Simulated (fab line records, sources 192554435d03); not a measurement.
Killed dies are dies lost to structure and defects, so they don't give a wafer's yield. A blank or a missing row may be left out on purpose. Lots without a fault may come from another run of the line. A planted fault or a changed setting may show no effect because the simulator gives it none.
Chamber matching | flow n5_finfet | N5_MOL_CONTACT_COAG_ETCH_15 on rie_diel-01: 3 sister chambers
The step etches SiNx in CH3F/O2, stops on Si:P, target depth 7 nm. 18 wafers are shown with their chamber, then 7 later ones without.

WAFERS WITH THEIR CHAMBER
wafer  | chamber | showerhead_plenum_p_Torr (Torr) | throttle_valve_pct (%) | rf_vpp_V (V)
L074.1 | 0       | 1.964                           | 15.86                  | 297.1
L074.2 | 3       | 1.998                           | 16.47                  | 301.0
L074.5 | 0       | 1.964                           | 15.86                  | 298.6
L077.4 | 2       | 1.972                           | 16.77                  | 293.0
L077.5 | 2       | 1.973                           | 16.75                  | 294.8
L077.6 | 3       | 1.995                           | 16.51                  | 298.5
L078.4 | 3       | 1.995                           | 16.51                  | 299.7
L078.5 | 0       | 1.962                           | 15.88                  | 297.0
L078.6 | 3       | 1.994                           | 16.50                  | 297.5
L081.3 | 3       | 1.992                           | 16.51                  | 299.3
L081.5 | 0       | 1.958                           | 15.90                  | 297.3
L081.6 | 2       | 1.969                           | 16.78                  | 294.2
L083.2 | 0       | 1.957                           | 15.90                  | 297.3
L083.5 | 0       | 1.957                           | 15.90                  | 296.6
L083.6 | 3       | 1.991                           | 16.53                  | 299.0
L088.2 | 3       | 1.986                           | 16.55                  | 301.0
L088.4 | 0       | 1.954                           | 15.90                  | 298.6
L088.6 | 2       | 1.968                           | 16.29                  | 295.7

SIGNATURES (means of the wafers above)
reading                  | chamber 0 | chamber 2 | chamber 3 | scatter within a chamber
showerhead_plenum_p_Torr | 1.95943   | 1.97050   | 1.99300   | 0.00362
throttle_valve_pct       | 15.8857   | 16.6475   | 16.5114   | 0.109
rf_vpp_V                 | 297.500   | 294.425   | 299.429   | 1.08
Rule: a wafer's distance from a chamber is the root of the sum, over the readings, of the square of ((its reading less the chamber's mean) divided by the reading's scatter). The wafer belongs to the nearest chamber; if the next one is less than 2 further off, it can't be placed. The scatter: the root of (the sum of the squares of (reading less its chamber's mean) over the shown wafers, divided by (wafers less chambers)).

WAFERS WITHOUT THEIR CHAMBER
wafer  | showerhead_plenum_p_Torr (Torr) | throttle_valve_pct (%) | rf_vpp_V (V)
L089.3 | 1.952                           | 15.91                  | 297.2
L090.1 | 1.953                           | 15.92                  | 298.5
L090.2 | 1.965                           | 16.32                  | 294.7
L090.6 | 1.985                           | 16.54                  | 297.4
L096.1 | 1.950                           | 15.95                  | 297.5
L096.2 | 1.980                           | 16.61                  | 300.1
L096.3 | 1.961                           | 16.33                  | 292.6

WHICH CHAMBER EACH WENT THROUGH
wafer  | from the rows above     | in truth
L089.3 | 0                       | 0
L090.1 | 0                       | 0
L090.2 | can't be placed: 2 or 0 | 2
L090.6 | 3                       | 3
L096.1 | 0                       | 0
L096.2 | 3                       | 3
L096.3 | can't be placed: 2 or 0 | 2
Placed correctly: 5 of 7. Can't be placed from these rows: 2 (the true chamber is among the candidates in 2). Placed wrongly: 0.
